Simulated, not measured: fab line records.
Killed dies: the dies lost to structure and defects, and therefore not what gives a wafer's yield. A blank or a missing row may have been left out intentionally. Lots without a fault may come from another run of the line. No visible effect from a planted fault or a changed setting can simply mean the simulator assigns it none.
fab line records    flow n5Finfet
record: lots: 4  wafers: 12  lastDay: 17
route steps=1938 shown STI_FIN_REVEAL@210 DUMMY_GATE@212 BEOL_M4@1111
lots that met no fault: from a run of the same line without faults
startH: hours from the record's opening day to when the first of the lot's shown wafers began    waitH: hours elapsed since this lot's preceding step    " the same as in the row above    L1.1+2: a row that stands for several wafers    - no value present, or no start provided    * or withheld: withheld    < > ~ a bound
route shown NAME@n: a module of which the file shows steps, and the number in the route of the first    usual: the fault-free wafers' mean and standard deviation    same: alike in all rows    chamber/n: place in a boat    sites: per-site readings    _std_site: standard deviation across them    _edge_site: mean of outer sites minus mean of inner sites    radiusMm: for every site, how far away it sits from the centre of the wafer    mask NAME#n: copy n    behind: the most recent tool/chamber to have shaped the wafer    hold: the reason the lot was held/the length of the hold in hours/how it ended    device: the n, p or np transistor that did not switch    end of line: the tests these same wafers got at the end of their route    for a step that has no rows: nothing shown but its recipe    killed: at the first sort, the dies lost to defects and structure; wafer yield is something else    map: per-die view of a wafer (x killed, . not killed, _ where there is no die)
set.NAME: the run value of the setting; set.NAME@STEP: its run value at that earlier step    model.NAME: the simulator's own value behind a step, which no gauge read
certain route steps with their lots: each step a table, each wafer a row
services: from which hour (startH, from the record's first day; less than 0 if before it) a tool's chamber was out of use, for how many hours, and why
== steps ==
step: N5_STI_FIN_REVEAL_SRD_28
recipe: dry: ipaMarangoni  timeS: 30  tempC: 23  rinseLiquid: diw
step: N5_DUMMY_GATE_PRECLEAN_00
recipe: chemistry: O3/DIW  timeS: 60  tempC: 22  o3Ppm: 10
step: N5_DUMMY_GATE_SRD_01
recipe: timeS: 30  tempC: 23  rinseLiquid: diw  dry: ipaMarangoni
step: N5_DUMMY_GATE_ALD_02
recipe: material: SiO2  targetThkA: 20  tempC: 300  aldPrecursorFamily: BDEAS  aldCoReactant: O2-plasma  pulseTimeS: 1  pressureTorr: 2
step: N5_DUMMY_GATE_CVD_03
recipe: material: a-Si  targetThkA: 1500  tempC: 530  precursor: SiH4  timeS: 8042
step: N5_DUMMY_GATE_PRECLEAN_46
recipe: chemistry: DIW  timeS: 89.5  tempC: 23
step: N5_DUMMY_GATE_SRD_47
recipe: dryTimeS: 32  dry: n2Spin  spinRpm: 1500
step: N5_DUMMY_GATE_CMP_04
recipe: material: a-Si  postCmpClean: alkalineBrush
step: N5_DUMMY_GATE_HM_DEP_06
recipe: material: SiNx  targetThkA: 800  precursor: DCS/NH3  tempC: 700  pressureMtorr: 300  timeS: 5141
step: N5_DUMMY_GATE_PECVD_30
recipe: material: SiO2  targetThkA: 550  tempC: 400  precursor: TEOS/O2  pressureTorr: 6.5  rfW: withheld  teosFlowSccm: withheld  gas: O2  flowSccm: 2650  timeS: 10.8
step: N5_DUMMY_GATE_COAT_34
recipe: resist: SOC  tempC: 250  timeS: 60  spinRpm: 1500  resistThkNm: 60
usual: chillPlateTempC: 23.01/0.11  dispensePressureKPa: 52/4  spinSpeedRpm: 1499.8/0.99
lot.wafer  tool           chamber  startH  waitH  chillPlateTempC  dispensePressureKPa  spinSpeedRpm  model.SOC_of_DUMMY_GATE_COAT_34.thkNm
L735.2     lithoTrack-01  0        70.18   0.0    23.06            51                   1500.6        60
L735.4     "              0        "       "      22.99            51                   1499.6        60
L735.6     "              0        "       "      22.98            51                   1500.1        60
L747.1     lithoTrack-01  0        143.54  0.0    22.78            51                   1170.1        68.2
L747.3     "              0        "       "      22.90            51                   1170.4        68
L747.4     "              0        "       "      22.95            51                   1171.1        68
L748.1     lithoTrack-01  0        149.03  0.0    23.15            51                   1171.3        68
L748.3     "              0        "       "      22.97            51                   1171.8        68
L748.4     "              0        "       "      23.00            51                   1170.4        67.8
L749.3     lithoTrack-03  0        154.48  0.0    23.01            55                   1501.6        60
L749.4     "              0        "       "      23.08            55                   1500.1        60.2
L749.6     "              0        "       "      23.13            55                   1500.7        60
step: N5_DUMMY_GATE_COAT_35
recipe: resist: SiARC  tempC: 220  timeS: 60  spinRpm: 1500  resistThkNm: 10
step: N5_DUMMY_GATE_COAT_28
recipe: resist: underlayer  tempC: 205  timeS: 60  spinRpm: 1500  resistThkNm: 10
step: N5_DUMMY_GATE_COAT_09
recipe: resist: CAR-EUV  spinRpm: 1500  resistThkNm: 30
step: N5_DUMMY_GATE_EBR_11
recipe: solvent: PGMEA  ebrWidthMm: 1.5
step: N5_DUMMY_GATE_SOFTBAKE_10
recipe: tempC: 110  timeS: 60  resist: CAR-EUV
step: N5_DUMMY_GATE_EXPOSE_12
recipe: maskId: GATE  na: 0.33  sourceShape: annular  sigmaInner: 0.2  sigmaOuter: 0.6  polarization: unpolarized  targetCdNm: 25  doseMj: 34
step: N5_DUMMY_GATE_PEB_13
recipe: pebTempC: 100  pebTimeS: 60  resist: CAR-EUV
step: N5_DUMMY_GATE_DEVELOP_14
recipe: developTimeS: 30  developer: TMAH  resist: CAR-EUV  rinseLiquid: surfactantRinse  dry: airSpin  devTempC: 23
step: N5_DUMMY_GATE_DESCUM_20
recipe: chemistry: O2  timeS: 6.2  sourcePowerW: 50  biasPowerW: 20  pressureMtorr: 20  rfFrequencyHz: 2.712e+07  tempC: 40  resist: CAR-EUV  o2FlowSccm: 225
step: N5_DUMMY_GATE_ETCH_29
recipe: chemistry: N2/H2  target: underlayer  targetDepthA: 130  ionEnergyEv: 200  pressureMtorr: 30  sourceW: 840  biasW: 150  n2FlowSccm: 200  h2FlowSccm: 200
step: N5_DUMMY_GATE_ETCH_36
recipe: chemistry: CF4  target: SiARC  targetDepthA: 130  pressureMtorr: 40  sourceW: 545  biasW: 36  Ar_flow_sccm: 100  cf4FlowSccm: 100  ionEnergyEv: 80
step: N5_DUMMY_GATE_ETCH_37
recipe: chemistry: N2/H2  target: SOC  targetDepthA: 600  overetchA: 300  tempC: 40  ionEnergyEv: 200  pressureMtorr: 30  sourceW: 840  biasW: 150  n2FlowSccm: 200  h2FlowSccm: 200
usual: drypumpMotorCurrentA: 5.5/0.4  oesProductAu: 0.62/0.065  rfVppV: 524.5/2.4  showerheadPlenumPTorr: 2.57/0.094  throttleValvePct: 17.89/0.21
lot.wafer  tool        chamber  startH  waitH  drypumpMotorCurrentA  oesProductAu  rfHoursCounterH  rfVppV  showerheadPlenumPTorr  throttleValvePct  model.etch.depthNm
L735.2     rieDiel-02  2        70.72   0.0    5.8                   0.55          241              521.4   2.49                   17.72             60.06
L735.4     "           1        "       "      6.0                   0.58          163              524.2   2.51                   17.81             59.94
L735.6     "           2        "       "      5.8                   0.54          -                521.8   2.49                   17.74             60.04
L747.1     rieDiel-06  3        144.38  0.0    5.2                   0.74          33               529.4   2.72                   17.66             68.12
L747.3     "           0        "       "      5.6                   0.63          144              526.4   2.67                   18.03             68.04
L747.4     "           2        "       "      6.1                   0.66          118              524.6   2.56                   17.88             68.07
L748.1     rieDiel-06  0        149.70  0.0    5.6                   0.63          147              525.6   2.67                   18.03             67.97
L748.3     "           3        "       "      5.2                   0.74          36               528.2   2.72                   17.66             67.97
L748.4     "           2        "       "      6.1                   0.66          -                524.1   2.56                   17.87             67.72
L749.3     rieDiel-04  2        155.02  0.0    5.7                   0.58          156              521.8   2.42                   17.65             60.04
L749.4     "           0        "       "      5.6                   0.69          -                523.4   2.48                   17.74             60.17
L749.6     "           3        "       "      5.4                   0.58          -                526.1   2.64                   17.91             60.05
step: N5_DUMMY_GATE_STRIP_38
recipe: chemistry: N2/H2  tempC: 40  n2FlowSccm: 200  h2FlowSccm: 200  rfFrequencyHz: 6e+07
step: N5_DUMMY_GATE_STRIP_39
recipe: chemistry: N2/H2  tempC: 40  n2FlowSccm: 200  h2FlowSccm: 200  rfFrequencyHz: 6e+07
step: N5_DUMMY_GATE_TRIM_49
recipe: chemistry: O2  resist: SOC  timeS: 29  targetCdNm: 14  sourcePowerW: 300  biasPowerW: 0  O2_flow_sccm: 100  tempC: 20
step: N5_DUMMY_GATE_STRIP_40
recipe: chemistry: CF4  resist: SiARC  powerW: 300  biasPowerW: 75  pressureMtorr: 50  cf4FlowSccm: 150  rfFrequencyHz: 6e+07
step: N5_DUMMY_GATE_ETCH_31
recipe: chemistry: C4F6/O2  target: SiO2  maskMaterial: SOC  targetDepthA: 825  timeS: 27.5  ionEnergyEv: 250  pressureMtorr: 30  sourceW: 345  biasW: 185  Ar_flow_sccm: 300  C4F6_flow_sccm: 10  O2_flow_sccm: 10
usual: C4F6_flow_sccm: 9.999/0.029  O2_flow_sccm: 9.99/0.031  drypumpMotorCurrentA: 5.5/0.36  oesProductAu: 0.79/0.089  rfVppV: 677/19  showerheadPlenumPTorr: 2.86/0.091  throttleValvePct: 21.22/0.19
lot.wafer  tool        chamber  startH  waitH  C4F6_flow_sccm  O2_flow_sccm  drypumpMotorCurrentA  oesProductAu  rfHoursCounterH  rfVppV  showerheadPlenumPTorr  throttleValvePct  model.SOC_of_DUMMY_GATE_COAT_34.thkNm
L735.2     rieDiel-06  1        71.00   0.0    9.995           10.03         5.4                   0.89          32               674     2.80                   21.42             51.6
L735.4     "           3        "       "      10.050          9.95          5.2                   0.92          12               704     3.03                   20.88             52
L735.6     "           1        "       "      10.022          9.97          5.4                   0.90          -                673     2.80                   21.40             51.6
L747.1     rieDiel-06  2        144.66  0.0    10.030          10.00         6.1                   0.79          118              676     2.82                   20.95             60
L747.3     "           1        "       "      10.028          9.98          5.4                   0.87          53               672     2.79                   21.44             59.4
L747.4     "           3        "       "      10.003          9.97          5.2                   0.88          33               704     3.02                   20.92             60
L748.1     rieDiel-02  0        150.08  0.0    9.961           10.04         4.8                   0.69          226              681     2.85                   21.67             60
L748.3     "           1        "       "      10.007          9.95          6.0                   0.72          193              713     2.81                   21.22             59.6
L748.4     "           3        "       "      10.008          10.00         5.7                   0.90          31               667     2.98                   21.22             59
L749.3     rieDiel-04  2        155.31  0.0    9.968           9.94          5.8                   0.73          156              655     2.73                   21.08             52
L749.4     "           0        "       "      9.989           9.99          5.6                   0.86          -                688     2.81                   21.14             52
L749.6     "           3        "       "      10.000          10.00         5.4                   0.72          -                654     2.95                   21.26             51.4
step: N5_DUMMY_GATE_STRIP_41
recipe: chemistry: O2  powerW: 400  tempC: 40  pressureMtorr: 30  rfFrequencyHz: 6e+07  biasPowerW: 0  overashFraction: 0.3  o2FlowSccm: 225
step: N5_BEOL_M4_RC_MEAS_101
usual: DIBL_N: 37.5/2.5  DIBL_P: 38/3.1  IOFF_N: 0.19/0.059  IOFF_P: 0.24/0.061  ION_N: 679/16  ION_P: 465/9.8  SS_N: 72.0/0.8  SS_P: 73.7/0.86  VT_N: 248/4.5  VT_P: -249/3.5
lot.wafer  tool       chamber  startH  waitH  DIBL_N[mV/V]  DIBL_P[mV/V]  IOFF_N[nA/um]  IOFF_P[nA/um]  ION_N[uA/um]  ION_P[uA/um]  SS_N[mV/dec]  SS_P[mV/dec]  VT_N[mV]  VT_P[mV]
L735.2     prober-02  0        188.73  0.2    38.9          40            0.23           0.30           696           482           72.1          75.0          243       -243
L735.4     "          0        "       "      41.6          43            0.28           0.39           689           470           72.6          75.5          242       -244
L735.6     "          0        "       "      37.1          36            0.17           0.23           676           466           71.8          73.8          247       -248
L747.1     prober-02  0        262.67  0.0    39.4          41            0.22           0.26           705           478           72.4          73.8          247       -248
L747.3     "          0        "       "      37.8          39            0.20           0.24           682           464           72.4          74.1          248       -250
L747.4     "          0        "       "      40.2          43            0.24           0.30           704           478           71.6          75.0          245       -246
L748.1     prober-01  0        283.37  0.0    35.7          35            0.14           0.17           655           441           72.7          73.5          254       -254
L748.3     "          0        "       "      36.3          34            0.14           0.16           665           445           72.0          72.8          254       -256
L748.4     "          0        "       "      38.9          38            0.21           0.23           677           451           72.5          74.4          247       -253
L749.3     prober-02  0        284.50  0.3    38.0          37            0.21           0.24           709           485           72.1          73.5          244       -247
L749.4     "          0        "       "      37.5          36            0.19           0.23           665           453           71.9          73.7          248       -248
L749.6     "          0        "       "      41.0          39            0.30           0.28           675           459           74.9          75.2          246       -246
== services ==
tool           chamber  startH  hours  kind
lithoTrack-01  -        97.08   -      consumableReplace:filter
rieDiel-02     3        98.29   13.9   repair
rieDiel-02     -        99.37   0.4    repair
lithoTrack-03  -        99.53   -      consumableReplace:filter
rieDiel-02     2        112.20  -      clean
rieDiel-02     2        112.20  -      consumableReplace:focusRing
rieDiel-02     2        112.20  20.4   scheduledDown
rieDiel-02     2        112.20  20.4   ventCycle
rieDiel-04     -        115.63  0.3    repair
== key ==
firstSign: step: N5_DUMMY_GATE_COAT_34  reading: spinSpeedRpm  direction: down  sigmas: 99+  usual: *  struck: *
effect none on later readings
modelEffect: step: N5_DUMMY_GATE_COAT_34  value: SOC_of_DUMMY_GATE_COAT_34.thkNm  without: 60.07  struck: 68
modelEffect: step: N5_DUMMY_GATE_ETCH_37  value: etch.depthNm  without: 60.05  struck: 67.98
modelEffect: step: N5_DUMMY_GATE_ETCH_31  value: SOC_of_DUMMY_GATE_COAT_34.thkNm  without: 51.77  struck: 59.67
metAt N5_DUMMY_GATE_COAT_34
struckWafers L747.1,L747.3,L747.4,L748.1,L748.3,L748.4
onsetBetween 70.18 143.54
fault: kind: processParameterDrift  tool: lithoTrack-01  chamber: -  onsetH: 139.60  steps: N5_DUMMY_GATE_COAT_34  channel: spinRpm  offset: *  shape: step  endH: 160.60  actsIn: *  stated: *
